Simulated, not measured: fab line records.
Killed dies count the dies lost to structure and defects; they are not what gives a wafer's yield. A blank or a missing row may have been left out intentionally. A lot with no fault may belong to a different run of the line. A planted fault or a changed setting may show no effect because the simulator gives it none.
Split-lot study | flow n5 finfet | route with 1938 steps; 7 lots, 21 wafers read

SPLIT DETAILS
At N5_BEOL_M5_COAT_59 (time 60 s, resist thk 60 nm), the setting spin rpm was moved away from the recipe's 1500 rpm on 11 of the 21 wafers read, by -11.2% to +8.3%. The other wafers ran this setting at the recipe's value.

FROM THE SPLIT TO THE READING: what the file shows between them, 10 steps
- N5_BEOL_M5_COAT_71: time 60 s, resist thk 5 nm (also split here: spin rpm)
- N5_BEOL_M5_COAT_05: resist thk 30 nm
- N5_BEOL_M5_EBR_07
- N5_BEOL_M5_DESCUM_16: chemistry O2, time 7 s
- N5_BEOL_M5_ETCH_72: etches underlayer in N2/H2, target depth 6.5 nm, time 5.2 s
- N5_BEOL_M5_ETCH_61: etches SiARC in CF4, target depth 15.6 nm, time 26 s
- N5_BEOL_M5_ETCH_62: etches SOC in N2/H2, target depth 75 nm, overetch 15 nm, time 112.5 s
- N5_BEOL_M5_STRIP_63: strips in N2/H2
- N5_BEOL_M5_STRIP_73: strips in N2/H2
- N5_BEOL_M5_STRIP_64: strips in CF4

THE READING
SOC_of_BEOL_M5_COAT_59.thk nm (the simulator's own value, which no gauge read), in nm, at N5_BEOL_M5_HM_OPEN_17 (chemistry Cl2/BCl3, target TiN, target depth 20 nm, overetch 6 nm). There is no usual value for it anywhere in the file. Across the 10 wafers here that went through the recipe, the average is 52.1 nm and the standard deviation 0.24 nm.

wafer  | tool, chamber at the split | spin rpm as run, rpm | against the recipe | SOC_of_BEOL_M5_COAT_59.thk nm, nm | against lot-mates on the recipe
L077.1 | litho track-04, 0          | 1500                 | recipe             | 52.2                              | -
L077.3 | litho track-04, 0          | 1332                 | -11.2%             | 55.8                              | +3.9
L077.4 | litho track-04, 0          | 1500                 | recipe             | 51.6                              | -
L078.1 | litho track-05, 0          | 1342                 | -10.5%             | 56                                | +3.6
L078.2 | litho track-05, 0          | 1342                 | -10.5%             | 55.6                              | +3.2
L078.4 | litho track-05, 0          | 1500                 | recipe             | 52.4                              | -
L079.1 | litho track-04, 0          | 1564                 | +4.3%              | 51                                | -1.2
L079.2 | litho track-04, 0          | 1564                 | +4.3%              | 50.8                              | -1.4
L079.6 | litho track-04, 0          | 1500                 | recipe             | 52.2                              | -
L082.2 | litho track-05, 0          | 1500                 | recipe             | 52.2                              | -
L082.4 | litho track-05, 0          | 1500                 | recipe             | 52.2                              | -
L082.5 | litho track-05, 0          | 1500                 | recipe             | 51.8                              | -
L083.1 | litho track-01, 0          | 1500                 | recipe             | 52.2                              | -
L083.2 | litho track-01, 0          | 1410                 | -6.0%              | 54.6                              | +2.4
L083.6 | litho track-01, 0          | 1410                 | -6.0%              | 54.6                              | +2.4
L087.1 | litho track-05, 0          | 1354                 | -9.7%              | 55                                | no lot-mate on the recipe
L087.4 | litho track-05, 0          | 1354                 | -9.7%              | 55                                | no lot-mate on the recipe
L087.2 | litho track-05, 0          | 1354                 | -9.7%              | 55.2                              | no lot-mate on the recipe
L089.1 | litho track-04, 0          | 1500                 | recipe             | 52.4                              | -
L089.2 | litho track-04, 0          | 1500                 | recipe             | 52.2                              | -
L089.4 | litho track-04, 0          | 1624                 | +8.3%              | 49.8                              | -2.5

THE FIT
A straight line over all 21 wafers: SOC_of_BEOL_M5_COAT_59.thk nm changes by -0.32 nm for each +1% of spin rpm; r = -0.99; the points scatter about the line by 0.28 nm.
The same after taking each lot's own level away (the mean of its wafers on the recipe; 18 wafers): -0.332 nm for each +1%; r = -0.99; scatter 0.22 nm.
Per that fit: largest spin rpm move, reading shift of 3.7 nm.
Across the lots, their own levels run from 51.90 to 52.40 nm, a range of 2.1 times the standard deviation given above.
The two slopes are in agreement: the lot-to-lot level therefore moves the slope only a little.
Check: with one of the wafers moved furthest among these (-11.2%) left out of the fit, the line predicts +3.75 nm for it against its lot-mates. Against them it came out at +3.9 nm.

FURTHER SPLITS ON THESE WAFERS
Other splits were also applied to these wafers ahead of the reading. Each is held against what the fit with the lots' levels taken away leaves over:
other split on the same wafers | wafers away from the commonest value | r with SOC_of_BEOL_M5_COAT_59.thk nm (lot level and that fit taken away)
N5_BEOL_M4_COAT_22 spin rpm    | 8                                    | -0.03
N5_BEOL_M4_DESCUM_33 time s    | 8                                    | -0.26
N5_BEOL_M5_COAT_71 spin rpm    | 9                                    | -0.29

THE WHOLE CHAIN: every reading that the file lists as answering this split, in the file's order
step                  | what it does                                                          | reading                                                                        | change (the file's fit)               | r (the file's)
N5_BEOL_M5_COAT_59    | time 60 s, resist thk 60 nm                                           | SOC_of_BEOL_M5_COAT_59.thk nm (the simulator's own value, which no gauge read) | -0.313 nm for each +1% of the setting | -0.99
N5_BEOL_M5_ETCH_62    | etches SOC in N2/H2, target depth 75 nm, overetch 15 nm, time 112.5 s | etch.depth nm (the simulator's own value, which no gauge read)                 | -0.317 nm for each +1% of the setting | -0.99
N5_BEOL_M5_HM_OPEN_17 | chemistry Cl2/BCl3, target TiN, target depth 20 nm, overetch 6 nm     | SOC_of_BEOL_M5_COAT_59.thk nm (the simulator's own value, which no gauge read) | -0.335 nm for each +1% of the setting | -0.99

FILE'S OWN FIT
SOC_of_BEOL_M5_COAT_59.thk nm changes by -0.335 nm for each +1% of spin rpm, r = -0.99.
